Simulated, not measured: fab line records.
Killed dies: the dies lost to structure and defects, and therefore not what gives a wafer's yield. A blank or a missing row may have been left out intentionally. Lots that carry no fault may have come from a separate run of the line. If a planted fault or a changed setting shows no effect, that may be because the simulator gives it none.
Lot-split experiment	flow n5_finfet	on a route of 1938 steps: 7 lots, 21 wafers read

## ON THE SPLIT
At N5_SDB_COAT_04 (time 60 s, resist thk 18 nm), the setting spin_rpm was moved away from the recipe's 1500 rpm on 7 of the 21 wafers read, by -9.3% to +9.3%. All remaining wafers had this setting at the recipe value.

## FROM THE SPLIT TO THE READING: what the file shows between them, 3 steps
- N5_SDB_COAT_05: resist thk 90 nm
- N5_SDB_EBR_07
- N5_SDB_DESCUM_16: chemistry O2, time 7.9 s

## THE READING
CAR-ArF_of_SDB_COAT_05.thk_nm (the simulator's own value, which no gauge read), in nm, at N5_SDB_ETCH_17 (etches SiARC in CF4, target depth 23.4 nm, time 39 s). No usual value for it is given in the file. Average 66.8 nm, standard deviation 0.18 nm, over the 14 wafers here run with the recipe.

wafer	tool, chamber at the split	spin_rpm as run, rpm	against the recipe	CAR-ArF_of_SDB_COAT_05.thk_nm, nm	against lot-mates on the recipe
L074.1	litho_track-04, 0	1500	recipe	67.2	-
L074.2	litho_track-04, 0	1500	recipe	66.8	-
L074.4	litho_track-04, 0	1500	recipe	66.8	-
L075.2	litho_track-04, 0	1360	-9.3%	65.8	-1.0
L075.4	litho_track-04, 0	1360	-9.3%	65.8	-1.0
L075.6	litho_track-04, 0	1500	recipe	66.8	-
L082.2	litho_track-05, 0	1599	+6.6%	67.2	+0.5
L082.3	litho_track-05, 0	1500	recipe	66.6	-
L082.4	litho_track-05, 0	1500	recipe	66.8	-
L085.2	litho_track-05, 0	1500	recipe	67	-
L085.4	litho_track-05, 0	1639	+9.3%	67.6	+0.8
L085.5	litho_track-05, 0	1500	recipe	66.6	-
L088.2	litho_track-04, 0	1500	recipe	66.8	-
L088.6	litho_track-04, 0	1500	recipe	66.8	-
L088.4	litho_track-04, 0	1500	recipe	66.8	-
L091.1	litho_track-01, 0	1442	-3.9%	66.2	-0.2
L091.2	litho_track-01, 0	1500	recipe	66.4	-
L091.6	litho_track-01, 0	1442	-3.9%	66	-0.4
L097.2	litho_track-05, 0	1421	-5.3%	66.2	-0.6
L097.4	litho_track-05, 0	1500	recipe	66.8	-
L097.5	litho_track-05, 0	1500	recipe	66.8	-

FIT RESULTS
A straight line over all 21 wafers: CAR-ArF_of_SDB_COAT_05.thk_nm changes by +0.1 nm for each +1% of spin_rpm; r = +0.92; the points scatter about the line by 0.19 nm.
The same after taking each lot's own level away (the mean of its wafers on the recipe; 21 wafers): +0.0957 nm for each +1%; r = +0.96; scatter 0.12 nm.
The reading moves by 0.89 nm for the largest change in spin_rpm, on that fit.
The span of the lots' own levels, 66.40 to 66.93 nm, comes to 3.0 times the standard deviation stated above.
Hence the lot-to-lot level has little effect on the slope; both slopes agree.
Check: -0.881 nm against its lot-mates is what the line predicts for one of the wafers moved furthest among these (-9.3%) when that wafer is left out of the fit. It came out at -1 nm against them.

## ADDITIONAL SPLITS CARRIED BY THESE WAFERS
Before the reading, these wafers also passed through other splits. Each is held against what the fit with the lots' levels taken away leaves over:
other split on the same wafers	wafers away from the commonest value	r with CAR-ArF_of_SDB_COAT_05.thk_nm (lot level and that fit taken away)
N5_WELL_APT_PEB_06 peb_temp_c	3	+0.04
N5_WELL_APT_DEVELOP_07 develop_time_s	5	-0.08
N5_PMOS_HMC_CHANNEL_EPI_EXPOSE_06 dose_mj	7	-0.05
N5_FIN_CUT_COAT_29 spin_rpm	6	-0.14
N5_SD_EPI_N_EPI_21 epi_growth_time_s	6	+0.03
N5_SD_EPI_P_COAT_34 spin_rpm	6	-0.03

## THE WHOLE CHAIN: every reading that the file lists as answering this split, in the file's order
step	what it does	reading	change (the file's fit)	r (the file's)
N5_SDB_COAT_04	time 60 s, resist thk 18 nm	SiARC_of_SDB_COAT_04.thk_nm (the simulator's own value, which no gauge read)	-0.096 nm for each +1% of the setting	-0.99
N5_SDB_ETCH_17	etches SiARC in CF4, target depth 23.4 nm, time 39 s	etch.depth_nm (the simulator's own value, which no gauge read)	-0.0911 nm for each +1% of the setting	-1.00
N5_SDB_ETCH_17	etches SiARC in CF4, target depth 23.4 nm, time 39 s	CAR-ArF_of_SDB_COAT_05.thk_nm (the simulator's own value, which no gauge read)	+0.094 nm for each +1% of the setting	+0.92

## FILE'S OWN FIT
CAR-ArF_of_SDB_COAT_05.thk_nm changes by +0.094 nm for each +1% of spin_rpm, r = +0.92.
